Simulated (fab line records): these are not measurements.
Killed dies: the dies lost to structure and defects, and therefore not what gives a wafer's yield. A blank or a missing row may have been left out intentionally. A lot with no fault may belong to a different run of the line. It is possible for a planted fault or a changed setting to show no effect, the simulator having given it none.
Lot-split experiment / flow n5-finfet / 21 wafers read from 7 lots, route of 1938 steps

== THE SPLIT ITSELF ==
At N5_HKMG_FIN_EXPOSE_09 (exposes mask NWFM), the setting dose-mj was moved away from the recipe's 39.25 on 9 of the 21 wafers read, by -2.6% to +3.7%. For the rest of the wafers, this setting stayed at what the recipe calls for.

== FROM THE SPLIT TO THE READING: what the file shows between them, 2 steps ==
- N5_HKMG_FIN_PEB_10: peb time 60 s
- N5_HKMG_FIN_DEVELOP_11: develop time 30 s

== THE READING ==
At N5_HKMG_FIN_CD_MEAS_12: cd-nm in nanometres, against a target cd of 92.8 nm. On this fab line, fault-free wafers typically give 92.6 nm with a standard deviation of 0.66 nm.

wafer=L076.4; tool, chamber at the split=arfi-scanner-01, 0; dose-mj as run=39.25; against the recipe=recipe; cd-nm, nm=93.0; against lot-mates on the recipe=-
wafer=L076.5; tool, chamber at the split=arfi-scanner-01, 0; dose-mj as run=38.21; against the recipe=-2.6%; cd-nm, nm=91.5; against lot-mates on the recipe=-1.5
wafer=L076.6; tool, chamber at the split=arfi-scanner-01, 0; dose-mj as run=38.21; against the recipe=-2.6%; cd-nm, nm=91.8; against lot-mates on the recipe=-1.2
wafer=L079.2; tool, chamber at the split=arfi-scanner-03, 0; dose-mj as run=39.25; against the recipe=recipe; cd-nm, nm=91.8; against lot-mates on the recipe=-
wafer=L079.3; tool, chamber at the split=arfi-scanner-03, 0; dose-mj as run=40.51; against the recipe=+3.2%; cd-nm, nm=94.6; against lot-mates on the recipe=+2.8
wafer=L079.4; tool, chamber at the split=arfi-scanner-03, 0; dose-mj as run=40.51; against the recipe=+3.2%; cd-nm, nm=94.0; against lot-mates on the recipe=+2.2
wafer=L080.1; tool, chamber at the split=arfi-scanner-01, 0; dose-mj as run=39.25; against the recipe=recipe; cd-nm, nm=91.1; against lot-mates on the recipe=-
wafer=L080.3; tool, chamber at the split=arfi-scanner-01, 0; dose-mj as run=39.25; against the recipe=recipe; cd-nm, nm=91.6; against lot-mates on the recipe=-
wafer=L080.6; tool, chamber at the split=arfi-scanner-01, 0; dose-mj as run=39.25; against the recipe=recipe; cd-nm, nm=92.8; against lot-mates on the recipe=-
wafer=L084.1; tool, chamber at the split=arfi-scanner-02, 0; dose-mj as run=39.25; against the recipe=recipe; cd-nm, nm=92.6; against lot-mates on the recipe=-
wafer=L084.2; tool, chamber at the split=arfi-scanner-02, 0; dose-mj as run=40.69; against the recipe=+3.7%; cd-nm, nm=93.6; against lot-mates on the recipe=+1.2
wafer=L084.4; tool, chamber at the split=arfi-scanner-02, 0; dose-mj as run=39.25; against the recipe=recipe; cd-nm, nm=92.1; against lot-mates on the recipe=-
wafer=L087.2; tool, chamber at the split=arfi-scanner-02, 0; dose-mj as run=39.25; against the recipe=recipe; cd-nm, nm=91.9; against lot-mates on the recipe=-
wafer=L087.3; tool, chamber at the split=arfi-scanner-02, 0; dose-mj as run=39.25; against the recipe=recipe; cd-nm, nm=92.0; against lot-mates on the recipe=-
wafer=L087.4; tool, chamber at the split=arfi-scanner-02, 0; dose-mj as run=39.25; against the recipe=recipe; cd-nm, nm=92.3; against lot-mates on the recipe=-
wafer=L088.3; tool, chamber at the split=arfi-scanner-03, 0; dose-mj as run=40.71; against the recipe=+3.7%; cd-nm, nm=94.6; against lot-mates on the recipe=+1.3
wafer=L088.4; tool, chamber at the split=arfi-scanner-03, 0; dose-mj as run=40.71; against the recipe=+3.7%; cd-nm, nm=95.1; against lot-mates on the recipe=+1.8
wafer=L088.5; tool, chamber at the split=arfi-scanner-03, 0; dose-mj as run=39.25; against the recipe=recipe; cd-nm, nm=93.3; against lot-mates on the recipe=-
wafer=L092.1; tool, chamber at the split=arfi-scanner-01, 0; dose-mj as run=38.24; against the recipe=-2.6%; cd-nm, nm=90.9; against lot-mates on the recipe=-2.3
wafer=L092.2; tool, chamber at the split=arfi-scanner-01, 0; dose-mj as run=38.24; against the recipe=-2.6%; cd-nm, nm=91.4; against lot-mates on the recipe=-1.8
wafer=L092.3; tool, chamber at the split=arfi-scanner-01, 0; dose-mj as run=39.25; against the recipe=recipe; cd-nm, nm=93.2; against lot-mates on the recipe=-

FIT RESULTS
A straight line over all 21 wafers: cd-nm changes by +0.503 nm for each +1% of dose-mj; r = +0.86; the points scatter about the line by 0.63 nm.
The same after taking each lot's own level away (the mean of its wafers on the recipe; 21 wafers): +0.566 nm for each +1%; r = +0.92; scatter 0.52 nm.
On that fit, the largest move of dose-mj shifts the reading by 2.1 nm.
The span of the lots' own levels, 91.80 to 93.30 nm, comes to 2.3 times the standard deviation stated above.
So the slope is not independent of the lot-to-lot level: the two fits are not the same.
Check: for one of the wafers moved furthest among these (+3.7%), held out of the fit, the line's prediction against its lot-mates is +2.2 nm. It came out at +1.3 nm against them.

== FURTHER SPLITS ON THESE WAFERS ==
Before the reading, these wafers also passed through other splits. Each is held against what the fit with the lots' levels taken away leaves over:
other split on the same wafers=N5_SDB_COAT_04 spin-rpm; wafers away from the commonest value=9; r with cd-nm (lot level and that fit taken away)=+0.13

== THE FILE'S OWN FIT ==
cd-nm changes by +0.526 nm for each +1% of dose-mj, r = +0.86.
